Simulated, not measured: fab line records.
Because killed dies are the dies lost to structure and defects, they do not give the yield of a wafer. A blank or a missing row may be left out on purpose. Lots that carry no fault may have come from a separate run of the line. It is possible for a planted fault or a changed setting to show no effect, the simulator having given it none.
What tool caused it? / flow n5 finfet / 10 lots, 30 wafers sampled, at 2 steps of a route of 1938

== WHAT EACH GAUGE READ, for each wafer ==
N5_PASSIVATION_OVL_MEAS_63.
lot=L502; measured=day 11 13:34; on=overlay-01; PAD_OVL (nm)=17 11 9
lot=L503; measured=day 11 10:17; on=overlay-01; PAD_OVL (nm)=-9 1 5
lot=L507; measured=day 12 10:32; on=overlay-01; PAD_OVL (nm)=-1 6 1
lot=L515; measured=day 16 10:44; on=overlay-01; PAD_OVL (nm)=-3 1 8
lot=L522; measured=day 17 03:14; on=overlay-01; PAD_OVL (nm)=-1 -3 4
lot=L519; measured=day 18 07:45; on=overlay-02; PAD_OVL (nm)=0 1 -3
lot=L518; measured=day 18 08:35; on=overlay-01; PAD_OVL (nm)=4 -3 12
lot=L514; measured=day 19 05:07; on=overlay-02; PAD_OVL (nm)=-5 -3 -12
lot=L520; measured=day 18 19:47; on=overlay-02; PAD_OVL (nm)=-9 -3 3
lot=L513; measured=day 19 05:04; on=overlay-01; PAD_OVL (nm)=4 6 -1

== WHICH TOOL RAN EACH LOT (tool, then ch and the chambers of the sampled wafers, then the start) ==
lot=L502; N5_BEOL_M2_SPUTTER_90=pvd sputter-03, day 7 04:28
lot=L503; N5_BEOL_M2_SPUTTER_90=pvd sputter-01, day 7 09:25
lot=L507; N5_BEOL_M2_SPUTTER_90=pvd sputter-03, day 8 07:02
lot=L515; N5_BEOL_M2_SPUTTER_90=pvd sputter-01, day 11 21:38
lot=L522; N5_BEOL_M2_SPUTTER_90=pvd sputter-02, day 11 22:43
lot=L519; N5_BEOL_M2_SPUTTER_90=pvd sputter-02, day 12 04:45
lot=L518; N5_BEOL_M2_SPUTTER_90=pvd sputter-03, day 12 07:21
lot=L514; N5_BEOL_M2_SPUTTER_90=pvd sputter-03, day 12 12:33
lot=L520; N5_BEOL_M2_SPUTTER_90=pvd sputter-02, day 12 13:25
lot=L513; N5_BEOL_M2_SPUTTER_90=pvd sputter-02, day 13 00:59
- N5_BEOL_M2_SPUTTER_90: material Cu, target thk 4.5 nm, time 8.29 s.

== THE ANSWER, worked out from the rows above alone ==
Rule: the lots themselves supply what counts as usual. The widest of any qualifying gaps counts: lots, ordered by their means at a reading, are off when they make up no more than a third of the lots, leave a main group of 4 or more, and stand apart from it by 3 or more times the standard deviation of that group's means. If all means in a main group match to the digits the tables above print for the reading, that group is not used. A lot without any number at a reading at which 4 lots or more have one is off too. All remaining lots with rows at the step are treated as sound.
None of the lots is off at any reading shown; this tells nothing.

== WHAT THE SIMULATOR PUT IN ==
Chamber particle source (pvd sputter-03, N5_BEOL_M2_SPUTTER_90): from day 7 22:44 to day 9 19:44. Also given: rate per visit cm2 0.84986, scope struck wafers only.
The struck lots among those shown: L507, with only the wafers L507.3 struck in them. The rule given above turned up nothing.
